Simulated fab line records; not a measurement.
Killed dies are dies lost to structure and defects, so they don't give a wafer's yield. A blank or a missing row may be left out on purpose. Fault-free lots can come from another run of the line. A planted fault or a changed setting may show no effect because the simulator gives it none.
Which of the tools did it? | flow n5_finfet | 11 lots with 33 wafers sampled at 4 steps, on a route of 1938 steps

WHAT THE GAUGES SHOWED, per wafer
N5_BEOL_M10_OVL_MEAS_12.
lot  | measured     | on         | M10_OVL (nm)
L935 | day 10 10:32 | overlay-02 | -0.6 -0.7 -0.6
L934 | day 10 13:37 | overlay-02 | -0.1 -0.9 0.4
L936 | day 10 14:12 | overlay-02 | -1.9 -1.2 -0.2
L937 | day 10 20:43 | overlay-02 | -0.8 -0.3 -1.8
L938 | day 10 21:14 | overlay-01 | -0.3 -0.9 -1.7
L939 | day 11 18:33 | overlay-02 | 0.1 -0.4 -0.3
L947 | day 13 03:35 | overlay-02 | -2.2 -2.4 -0.7
L946 | day 13 05:02 | overlay-01 | -0.1 -0.9 0.2
L955 | day 15 13:21 | overlay-01 | -1.3 -0.5 -1.6
L956 | day 15 20:26 | overlay-02 | 0.0 -0.1 -1.8
L954 | day 15 20:33 | overlay-02 | 0.1 0.0 0.1

EACH LOT AND THE TOOL THAT RAN IT (in order: tool; ch and the chambers of the sampled wafers; start)
lot  | N5_BEOL_M9_ANNEAL_51             | N5_BEOL_M9_CMP_52             | N5_BEOL_M10_COAT_59
L935 | rtp_anneal-01 ch 0, day 10 07:48 | cmp-04 ch 0,1,2, day 10 08:05 | litho_track-05 ch 0, day 10 10:15
L934 | rtp_anneal-02 ch 0, day 10 10:10 | cmp-04 ch 0,2,3, day 10 10:29 | litho_track-03 ch 0, day 10 13:13
L936 | rtp_anneal-02 ch 0, day 10 12:07 | cmp-01 ch 2,3, day 10 12:27   | litho_track-03 ch 0, day 10 13:55
L937 | rtp_anneal-02 ch 0, day 10 18:02 | cmp-04 ch 0,1,2, day 10 18:20 | litho_track-05 ch 0, day 10 20:27
L938 | rtp_anneal-02 ch 0, day 10 18:19 | cmp-01 ch 0,1,3, day 10 18:37 | litho_track-03 ch 0, day 10 20:50
L939 | rtp_anneal-02 ch 0, day 11 16:00 | cmp-04 ch 0,1,2, day 11 16:34 | litho_track-05 ch 0, day 11 18:09
L947 | rtp_anneal-02 ch 0, day 13 00:43 | cmp-04 ch 1,2,3, day 13 01:01 | litho_track-03 ch 0, day 13 03:11
L946 | rtp_anneal-02 ch 0, day 13 03:13 | cmp-04 ch 1,2,3, day 13 03:30 | litho_track-03 ch 0, day 13 04:45
L955 | rtp_anneal-02 ch 0, day 15 07:40 | cmp-04 ch 1,2, day 15 07:56   | litho_track-05 ch 0, day 15 12:57
L956 | rtp_anneal-02 ch 0, day 15 17:55 | cmp-03 ch 0,2, day 15 18:09   | litho_track-05 ch 0, day 15 20:10
L954 | rtp_anneal-02 ch 0, day 15 18:08 | cmp-01 ch 0,2, day 15 18:28   | litho_track-05 ch 0, day 15 20:16
- N5_BEOL_M9_ANNEAL_51: time 90 s.
- N5_BEOL_M9_CMP_52: polishes, stops on SiCOH lowk, t overpolish 7 s, target thk 140 nm.
- N5_BEOL_M10_COAT_59: time 60 s, resist thk 100 nm.

THE ANSWER, worked out from the rows above alone
Rule: what is usual is taken from the lots themselves. Put in order of their means at a reading, lots are off if they are a third of the lots or fewer, leave a main group of 4 or more, and stand apart from it by a gap of 3 or more times the standard deviation of the main group's means; of several such gaps the widest counts. Not used: any main group whose means are identical at the precision the tables above print for the reading. A lot without any number at a reading at which 4 lots or more have one is off too. The other lots that the step has rows for count as sound.
No lot is off at any reading shown: from this, nothing can be told.

WHAT THE SIMULATOR PUT IN
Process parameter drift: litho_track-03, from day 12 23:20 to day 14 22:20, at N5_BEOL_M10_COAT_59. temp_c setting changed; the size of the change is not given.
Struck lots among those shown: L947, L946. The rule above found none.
